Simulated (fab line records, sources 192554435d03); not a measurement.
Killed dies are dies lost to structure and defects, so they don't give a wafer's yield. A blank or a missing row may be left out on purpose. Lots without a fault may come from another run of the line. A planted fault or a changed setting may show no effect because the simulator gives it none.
Chamber matching | flow n5_finfet | N5_BEOL_M10_ETCH_62 on rie_diel-02: 4 sister chambers
The step etches SOC in N2/H2, target depth 110 nm, overetch 22 nm, time 165 s. 4 wafers are shown with their chamber, then 12 later ones without.

WAFERS WITH THEIR CHAMBER
wafer  | chamber | showerhead_plenum_p_Torr (Torr)
L078.3 | 2       | 2.50
L088.1 | 0       | 2.57
L088.2 | 1       | 2.62
L088.4 | 3       | 2.66

WAFERS WITHOUT THEIR CHAMBER
wafer  | showerhead_plenum_p_Torr (Torr)
L091.1 | 2.50
L091.3 | 2.66
L091.4 | 2.62
L092.2 | 2.66
L092.4 | 2.57
L092.6 | 2.57
L093.1 | 2.57
L093.5 | 2.49
L093.6 | 2.66
L096.2 | 2.56
L096.3 | 2.66
L096.4 | 2.61

WHICH CHAMBER EACH WENT THROUGH
wafer  | from the rows above | in truth
L091.1 | 2                   | 2
L091.3 | 3                   | 3
L091.4 | 1                   | 1
L092.2 | 3                   | 3
L092.4 | 0                   | 0
L092.6 | 0                   | 0
L093.1 | 0                   | 0
L093.5 | 2                   | 2
L093.6 | 3                   | 3
L096.2 | 0                   | 0
L096.3 | 3                   | 3
L096.4 | 1                   | 1
Placed correctly: 12 of 12. Can't be placed from these rows: 0. Placed wrongly: 0.
How it was worked out, from the rows above alone: a wafer's distance from a chamber is the root of the sum, over the readings, of the square of ((its reading less the chamber's mean) divided by the reading's scatter). The wafer belongs to the nearest chamber; if the next one is less than 2 further off, it can't be placed. A chamber's mean is the mean of its shown wafers. The scatter: with one shown wafer a chamber, the root of the mean of the squares of how far each hidden wafer lies from its nearest shown one.
